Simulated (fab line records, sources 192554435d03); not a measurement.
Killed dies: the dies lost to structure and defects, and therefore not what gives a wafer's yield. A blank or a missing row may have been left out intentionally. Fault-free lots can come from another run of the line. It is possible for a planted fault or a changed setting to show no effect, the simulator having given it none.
Chamber matching    flow n5-finfet    rie-diel-06 running N5_SDB_ETCH_17: 4 sister chambers
The step etches SiARC in CF4, target depth 23.4 nm, time 39 s. 7 wafers are shown with their chamber, then 9 later ones without.

## WAFERS, EACH WITH ITS CHAMBER
wafer   chamber  showerhead-plenum-p-Torr (Torr)  drypump-motor-current-A (A)
L077.2  2        2.07                             5.7
L077.3  1        2.27                             6.5
L077.4  1        2.27                             6.5
L083.4  2        2.06                             5.6
L088.2  3        2.03                             6.6
L088.5  0        2.14                             5.9
L088.6  3        2.03                             6.6

## WAFERS MISSING THEIR CHAMBER
wafer   showerhead-plenum-p-Torr (Torr)  drypump-motor-current-A (A)
L089.1  2.06                             5.6
L089.4  2.26                             6.5
L089.6  2.14                             5.9
L090.2  2.06                             5.6
L090.3  2.03                             6.6
L090.6  2.06                             5.6
L093.1  2.03                             6.6
L093.5  2.03                             6.6
L093.6  2.06                             5.6

## WHICH CHAMBER EACH ONE RAN IN
wafer   from the rows above  in truth
L089.1  2                    2
L089.4  1                    1
L089.6  0                    0
L090.2  2                    2
L090.3  3                    3
L090.6  2                    2
L093.1  3                    3
L093.5  3                    3
L093.6  2                    2
9 of 9 placed correctly. Left unplaced by these rows: 0. 0 placed wrongly.
How it was worked out, from the rows above alone: a wafer's distance from a chamber is the root of the sum, over the readings, of the square of ((its reading less the chamber's mean) divided by the reading's scatter). The wafer belongs to the nearest chamber; if the next one is less than 2 further off, it can't be placed. For every chamber, the mean is computed from those of its wafers that are shown. How the scatter is found: for the shown wafers, subtract from each reading the mean of its chamber, square and add these, divide the total by (wafers less chambers), then take the root.
